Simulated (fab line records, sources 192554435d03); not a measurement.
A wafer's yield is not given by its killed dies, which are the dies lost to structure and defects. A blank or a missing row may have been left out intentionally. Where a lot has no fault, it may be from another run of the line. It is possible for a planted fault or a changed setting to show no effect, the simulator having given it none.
Chamber matching    flow n5 finfet    N5_BEOL_M10_DESCUM_33 on rie diel-01 has 4 sister chambers
The step chemistry O2, time 7.9 s. 27 wafers are shown with their chamber, then 12 later ones without.

WAFERS, EACH WITH ITS CHAMBER
wafer   chamber  drypump motor current A (A)  throttle valve pct (%)  showerhead plenum p Torr (Torr)
L075.1  1        5.3                          21.10                   1.99
L075.2  0        5.5                          20.35                   2.15
L075.6  2        5.8                          20.64                   2.07
L074.3  1        5.4                          21.10                   1.99
L074.5  3        5.5                          20.58                   2.08
L074.6  2        5.8                          20.66                   2.07
L076.4  1        5.3                          21.09                   1.99
L076.5  2        5.8                          20.63                   2.07
L076.6  3        5.5                          20.59                   2.08
L079.2  2        5.8                          20.65                   2.07
L079.3  1        5.3                          21.11                   1.99
L079.4  0        5.5                          20.38                   2.15
L083.3  1        5.3                          21.12                   1.99
L083.5  2        5.8                          20.63                   2.06
L083.6  3        5.5                          20.58                   2.07
L084.2  1        5.3                          20.77                   2.25
L084.3  0        5.5                          20.41                   2.14
L084.5  3        5.5                          20.59                   2.07
L088.1  3        5.5                          20.60                   2.07
L088.5  1        5.3                          20.76                   2.25
L088.6  0        5.5                          20.42                   2.14
L086.1  0        5.5                          20.43                   2.14
L086.5  3        5.5                          20.59                   2.07
L086.6  0        5.5                          20.42                   2.14
L089.2  1        5.3                          20.76                   2.25
L089.5  1        5.3                          20.78                   2.25
L089.6  2        5.8                          20.22                   2.06

SIGNATURES, as means of the wafers listed above
reading                   chamber 0  chamber 1  chamber 2  chamber 3  scatter within a chamber
drypump motor current A   5.500      5.311      5.800      5.500      0.0197
throttle valve pct        20.4017    20.9544    20.5717    20.5883    0.133
showerhead plenum p Torr  2.1433     2.1056     2.0667     2.0733     0.0809
Rule: for a wafer and a chamber, the distance is found by dividing, reading by reading, the gap between the wafer's reading and the chamber's mean by the reading's scatter, squaring, summing and taking the root. If the next closest chamber is less than 2 further off than the closest, the wafer can't be placed; otherwise it belongs to the closest. The scatter is the square root of a quotient: the sum, over the shown wafers, of each reading's squared deviation from its chamber's mean, divided by wafers minus chambers.

WAFERS WHOSE CHAMBER IS MISSING
wafer   drypump motor current A (A)  throttle valve pct (%)  showerhead plenum p Torr (Torr)
L092.1  5.5                          20.43                   2.13
L092.4  5.8                          20.22                   2.06
L092.6  5.3                          20.78                   2.25
L090.1  5.3                          20.81                   2.25
L090.3  5.8                          20.22                   2.06
L090.4  5.3                          20.78                   2.25
L094.1  5.8                          20.24                   2.06
L094.5  5.3                          20.80                   2.25
L094.6  5.5                          20.45                   2.13
L096.1  5.5                          20.21                   2.06
L096.2  5.3                          20.81                   2.24
L096.4  5.5                          20.23                   2.06

WHICH CHAMBER EACH ONE RAN IN
wafer   from the rows above      in truth
L092.1  can't be placed: 0 or 3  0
L092.4  2                        2
L092.6  1                        1
L090.1  1                        1
L090.3  2                        2
L090.4  1                        1
L094.1  2                        2
L094.5  1                        1
L094.6  can't be placed: 0 or 3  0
L096.1  can't be placed: 0 or 3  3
L096.2  1                        1
L096.4  can't be placed: 0 or 3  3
8 of 12 placed correctly. Can't be placed from these rows: 4 (the true chamber is among the candidates in 4). Placed wrongly: 0.
